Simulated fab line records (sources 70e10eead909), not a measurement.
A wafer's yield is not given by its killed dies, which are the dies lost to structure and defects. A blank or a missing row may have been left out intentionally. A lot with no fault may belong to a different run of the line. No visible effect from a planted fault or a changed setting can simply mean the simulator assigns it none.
Chamber matching :: flow nand_harc :: rie_si-06 running NHARC_P_ZERO_WELL_ETCH_63: 4 sister chambers
The step etches the open film in HBr/Cl2, target depth 120 nm, time 40.1 s. 14 wafers are shown with their chamber, then 7 later ones without.

== WAFERS PAIRED WITH THEIR CHAMBERS ==
wafer: L851.2
chamber: 3
drypump_motor_current_A (A): 6.4
rf_fwd_power_W (W): 396.7
oes_product_au (a.u.): 0.992

wafer: L851.3
chamber: 2
drypump_motor_current_A (A): 6.5
rf_fwd_power_W (W): 394.9
oes_product_au (a.u.): 0.986

wafer: L851.4
chamber: 0
drypump_motor_current_A (A): 6.3
rf_fwd_power_W (W): 396.7
oes_product_au (a.u.): 1.006

wafer: L852.2
chamber: 3
drypump_motor_current_A (A): 6.5
rf_fwd_power_W (W): 396.7
oes_product_au (a.u.): 1.001

wafer: L852.4
chamber: 1
drypump_motor_current_A (A): 5.6
rf_fwd_power_W (W): 394.1
oes_product_au (a.u.): 1.003

wafer: L852.6
chamber: 3
drypump_motor_current_A (A): 6.4
rf_fwd_power_W (W): 396.2
oes_product_au (a.u.): 0.981

wafer: L855.1
chamber: 3
drypump_motor_current_A (A): 6.5
rf_fwd_power_W (W): 395.4
oes_product_au (a.u.): 0.992

wafer: L855.4
chamber: 0
drypump_motor_current_A (A): 6.3
rf_fwd_power_W (W): 396.5
oes_product_au (a.u.): 1.016

wafer: L855.6
chamber: 2
drypump_motor_current_A (A): 6.5
rf_fwd_power_W (W): 394.7
oes_product_au (a.u.): 0.997

wafer: L865.4
chamber: 3
drypump_motor_current_A (A): 6.5
rf_fwd_power_W (W): 397.2
oes_product_au (a.u.): 0.993

wafer: L865.5
chamber: 1
drypump_motor_current_A (A): 5.5
rf_fwd_power_W (W): 394.1
oes_product_au (a.u.): 1.008

wafer: L865.6
chamber: 2
drypump_motor_current_A (A): 6.5
rf_fwd_power_W (W): 396.1
oes_product_au (a.u.): 1.006

wafer: L867.1
chamber: 3
drypump_motor_current_A (A): 6.4
rf_fwd_power_W (W): 393.9
oes_product_au (a.u.): 0.999

wafer: L867.4
chamber: 1
drypump_motor_current_A (A): 5.5
rf_fwd_power_W (W): 393.5
oes_product_au (a.u.): 1.018

SIGNATURES, as means of the wafers listed above
reading: drypump_motor_current_A
chamber 0: 6.300
chamber 1: 5.533
chamber 2: 6.500
chamber 3: 6.450
scatter within a chamber: 0.0465

reading: rf_fwd_power_W
chamber 0: 396.600
chamber 1: 393.900
chamber 2: 395.233
chamber 3: 396.017
scatter within a chamber: 0.929

reading: oes_product_au
chamber 0: 1.01100
chamber 1: 1.00967
chamber 2: 0.99633
chamber 3: 0.99300
scatter within a chamber: 0.00783
Rule: for a wafer and a chamber, the distance is found by dividing, reading by reading, the gap between the wafer's reading and the chamber's mean by the reading's scatter, squaring, summing and taking the root. If the next closest chamber is less than 2 further off than the closest, the wafer can't be placed; otherwise it belongs to the closest. The scatter: the root of (the sum of the squares of (reading less its chamber's mean) over the shown wafers, divided by (wafers less chambers)).

== WAFERS WITHOUT THEIR CHAMBER ==
wafer: L867.5
drypump_motor_current_A (A): 6.3
rf_fwd_power_W (W): 396.2
oes_product_au (a.u.): 1.010

wafer: L868.1
drypump_motor_current_A (A): 6.5
rf_fwd_power_W (W): 395.5
oes_product_au (a.u.): 1.002

wafer: L868.3
drypump_motor_current_A (A): 6.3
rf_fwd_power_W (W): 396.7
oes_product_au (a.u.): 1.004

wafer: L868.4
drypump_motor_current_A (A): 5.5
rf_fwd_power_W (W): 393.8
oes_product_au (a.u.): 0.999

wafer: L869.1
drypump_motor_current_A (A): 6.4
rf_fwd_power_W (W): 394.9
oes_product_au (a.u.): 0.994

wafer: L869.3
drypump_motor_current_A (A): 5.5
rf_fwd_power_W (W): 396.2
oes_product_au (a.u.): 1.000

wafer: L869.6
drypump_motor_current_A (A): 6.3
rf_fwd_power_W (W): 395.6
oes_product_au (a.u.): 1.007

== WHICH CHAMBER EACH WENT THROUGH ==
wafer: L867.5
from the rows above: 0
in truth: 0

wafer: L868.1
from the rows above: can't be placed: 2 or 3
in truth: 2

wafer: L868.3
from the rows above: 0
in truth: 0

wafer: L868.4
from the rows above: 1
in truth: 1

wafer: L869.1
from the rows above: can't be placed: 3 or 2 or 0
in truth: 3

wafer: L869.3
from the rows above: 1
in truth: 1

wafer: L869.6
from the rows above: 0
in truth: 0
Correct placement for 5 of the 7. Can't be placed from these rows: 2 (the true chamber is among the candidates in 2). Placed wrongly: 0.
